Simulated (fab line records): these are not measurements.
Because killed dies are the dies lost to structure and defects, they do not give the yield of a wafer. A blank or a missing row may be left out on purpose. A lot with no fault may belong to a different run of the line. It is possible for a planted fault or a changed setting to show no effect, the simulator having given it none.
Struck lot and sound lot, side by side + flow nand-harc + 14 steps out of a route of 1302
Sound: the wafers L395.1, L395.2, L395.4. Wafers struck: L393.1, L393.2, L393.5. The cause is given at the end.
Per side, at each step with rows, come the tool, then ch with its chambers, and then its first start. Under that, the readings that differ: sound wafers + struck wafers + difference of the means + sigmas: that difference in standard deviations of wafers without a fault.
alike: words and numbers the same on both sides, and readings whose means are apart by under 2 such deviations; not compared: readings that were withheld, readings missing a value for some wafer, numbers with overlapping values and no deviation given by the record, and bounds like >300 which may hide the same value.
A row with sigmas, a row that says differs or no value, or rows on one side alone: a step with any of these is where the two part. Numbers that have no deviation but don't overlap get no sigmas and don't part them. Lack of a reading on every wafer of one side parts them only where that side has two or more wafers.

first, 4 steps without rows for these wafers: NHARC_THIN_TSV_EBR_08; NHARC_THIN_TSV_EXPOSE_09 (exposes mask TSV); NHARC_THIN_TSV_PEB_10 (peb time 85 s); NHARC_THIN_TSV_DEVELOP_11 (time 70 s).
NHARC_THIN_TSV_CD_MEAS_12: the cd target is 1000 nm.
  sound on cd-sem-01 ch 0, day 32 04:40; struck on cd-sem-03 ch 0, day 32 03:21
  alike: cd-nm
then, 1 step without rows for these wafers: NHARC_THIN_TSV_HARDBAKE_13 (time 80 s).
NHARC_THIN_TSV_DESCUM_14: chemistry O2, time 3 s.
  sound on rie-diel-10 ch 0,2,3, day 32 04:50; struck on rie-diel-10 ch 0,1,3, day 32 03:32
| reading      | sound          | struck         | difference | sigmas |
|--------------|----------------|----------------|------------|--------|
| rf-vpp-V (V) | 55.4 56.2 56.3 | 59.6 56.0 57.9 | +1.9       | +2     |
  alike: drypump-motor-current-A, oes-product-au, showerhead-plenum-p-Torr, throttle-valve-pct
  not compared: rf-hours-counter-h
NHARC_THIN_TSV_ETCH_44: etches the open film in CF4/O2, target depth 1594.2 nm, time 797.1 s.
  sound on rie-diel-10 ch 0,1,2, day 32 04:55; struck on rie-diel-10 ch 0,3, day 32 03:36
  alike: drypump-motor-current-A, oes-product-au, rf-vpp-V, showerhead-plenum-p-Torr, throttle-valve-pct
  not compared: rf-hours-counter-h
NHARC_THIN_TSV_ETCH_15: target depth 3000 nm, bosch target overetch cycles 2, bosch etch step 2.8 s.
  sound on rie-si-02 ch 0,2,3, day 32 05:29; struck on rie-si-02 ch 0,1, day 32 04:11
  alike: drypump-motor-current-A, he-backside-leak-sccm
  not compared: rf-hours-counter-h
NHARC_THIN_TSV_CD_MEAS_16:
  struck on cd-sem-03, day 32 04:19; sound on cd-sem-03, day 32 05:38
  alike: cd-nm
NHARC_THIN_TSV_STRIP_45: strips in O2.
  sound on plasma-asher-02 ch 0,1, day 32 05:43; struck on plasma-asher-01 ch 0,1, day 32 04:23
  alike: drypump-motor-current-A, heater-power-w
  not compared: rf-hours-counter-h
then, 1 step without rows for these wafers: NHARC_THIN_TSV_STRIP_46 (strips in post etch residue remover, time 1200 s).
NHARC_THIN_TSV_DEP_47: deposits SiO2, target thk 200 nm.
  sound on pecvd-03 ch 0,1,2, day 32 06:31; struck on pecvd-03 ch 0,2, day 32 05:11
  no value came back on the struck wafers for chamber-pressure-Torr (Torr), rf-fwd-power-W (W), throttle-valve-pct (%); on the sound wafers chamber-pressure-Torr (Torr) reads 6.482 6.510 6.484
NHARC_THIN_TSV_ETCHBACK_48: etches the open film in C4F8/Ar, target depth 1028.5 nm, time 405.17 s.
  sound on rie-diel-13 ch 0,2,3, day 32 06:55; struck on rie-diel-13 ch 0,1, day 32 05:35
  alike: oes-product-au, rf-vpp-V
  not compared: rf-hours-counter-h

== WHERE THEY PART ==
First at NHARC_THIN_TSV_DESCUM_14; last, within this record, at NHARC_THIN_TSV_DEP_47. Later steps at which nothing parts them and some readings are alike: NHARC_THIN_TSV_ETCHBACK_48.

WHY: whatever the simulator had introduced
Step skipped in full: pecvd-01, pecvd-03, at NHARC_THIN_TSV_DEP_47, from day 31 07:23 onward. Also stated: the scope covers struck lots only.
